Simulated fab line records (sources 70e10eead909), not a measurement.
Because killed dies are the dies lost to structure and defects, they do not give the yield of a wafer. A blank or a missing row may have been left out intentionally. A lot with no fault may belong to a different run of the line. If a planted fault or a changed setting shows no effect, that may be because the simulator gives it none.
Which tool did it?    flow nandHarc    12 lots with 36 wafers sampled at 4 steps, on a route of 1302 steps

WHAT THE GAUGES READ, wafer by wafer
NHARC_A_CHANNEL_HOLE_D2_CD_MEAS_31.
lot   measured      on        cdNm (nm)
L075  day 14 03:37  cdSem-02  88.8 90.7 89.3
L077  day 15 04:39  cdSem-02  91.7 91.7 89.6
L079  day 15 08:49  cdSem-02  91.4 89.1 90.8
L081  day 16 02:13  cdSem-02  88.2 93.8 87.3
L083  day 17 17:58  cdSem-02  88.4 92.4 87.8
L085  day 18 06:44  cdSem-03  93.9 89.3 90.7
L087  day 19 08:46  cdSem-03  91.9 92.0 91.0
L089  day 20 00:04  cdSem-02  91.1 89.9 88.5
L091  day 21 01:46  cdSem-01  89.9 92.1 89.2
L093  day 21 10:07  cdSem-01  87.6 88.5 92.6
L096  day 22 07:11  cdSem-01  88.3 91.8 89.9
L097  day 23 00:48  cdSem-01  89.5 88.3 91.3

EACH LOT AND THE TOOL THAT RAN IT (in order: tool; ch and the chambers of the sampled wafers; start)
lot   NHARC_A_CHANNEL_FILL_D1_ALD_15                NHARC_A_CHANNEL_FILL_D1_ETCHBACK_19  NHARC_A_CHANNEL_HOLE_D2_ETCH_24
L075  aldSinBatch-03 ch 0, day 10 15:07 or earlier  rieSi-03 ch 1,2,3, day 10 15:07      harEtch-02 ch 0,1, day 14 00:20
L077  aldSinBatch-03 ch 0, day 11 10:33 or earlier  rieSi-02 ch 2,3, day 11 10:33        harEtch-01 ch 0, day 15 01:16
L079  aldSinBatch-02 ch 0, day 11 16:31 or earlier  rieSi-02 ch 1,2,3, day 11 16:31      harEtch-01 ch 0,1, day 15 05:26
L081  aldSinBatch-03 ch 0, day 12 18:59 or earlier  rieSi-03 ch 0,1,2, day 12 18:59      harEtch-01 ch 1, day 15 22:57
L083  aldSinBatch-03 ch 0, day 13 22:58 or earlier  rieSi-03 ch 0,1, day 13 22:58        harEtch-01 ch 0,1, day 17 14:42
L085  aldSinBatch-02 ch 0, day 14 15:41 or earlier  rieSi-02 ch 0,2,3, day 14 15:41      harEtch-02 ch 0,1, day 18 03:23
L087  aldSinBatch-02 ch 0, day 15 19:41 or earlier  rieSi-05 ch 0,2, day 15 19:41        harEtch-02 ch 1, day 19 05:23
L089  aldSinBatch-03 ch 0, day 16 10:18 or earlier  rieSi-02 ch 1,2, day 16 10:18        harEtch-01 ch 1, day 19 20:41
L091  aldSinBatch-01 ch 0, day 17 06:49 or earlier  rieSi-02 ch 1,2,3, day 17 06:49      harEtch-02 ch 0,1, day 20 22:22
L093  aldSinBatch-03 ch 0, day 17 18:49 or earlier  rieSi-05 ch 0,3, day 17 18:49        harEtch-02 ch 0,1, day 21 06:50
L096  aldSinBatch-01 ch 0, day 18 22:36 or earlier  rieSi-05 ch 1,2,3, day 18 22:36      harEtch-02 ch 0,1, day 22 03:55
L097  aldSinBatch-03 ch 0, day 19 11:23 or earlier  rieSi-03 ch 1,2, day 19 11:23        harEtch-02 ch 0,1, day 22 21:16
- NHARC_A_CHANNEL_FILL_D1_ALD_15: deposits SiNx, target thk 2 nm, pulse time 60 s, ald cycles 19.
- NHARC_A_CHANNEL_FILL_D1_ETCHBACK_19: etches the open film in HBr/Cl2, target depth 5 nm, time 1.7 s.
- NHARC_A_CHANNEL_HOLE_D2_ETCH_24: etches the open film in C4F8/O2/Ar, time 906.2 s, target depth 1500 nm.

THE ANSWER, worked out from the rows above alone
Rule: usual is defined by the lots themselves. The widest of any qualifying gaps counts: lots, ordered by their means at a reading, are off when they make up no more than a third of the lots, leave a main group of 4 or more, and stand apart from it by 3 or more times the standard deviation of that group's means. The tables above print the reading to a certain number of digits; a main group whose means all agree to those digits is not used. Also off: a lot with no number at a reading for which 4 or more lots have one. Any other lot the step has rows for is counted as sound.
No lot is off on any of the readings shown, so nothing can be concluded from this.

WHAT HAD BEEN PUT IN BY THE SIMULATOR
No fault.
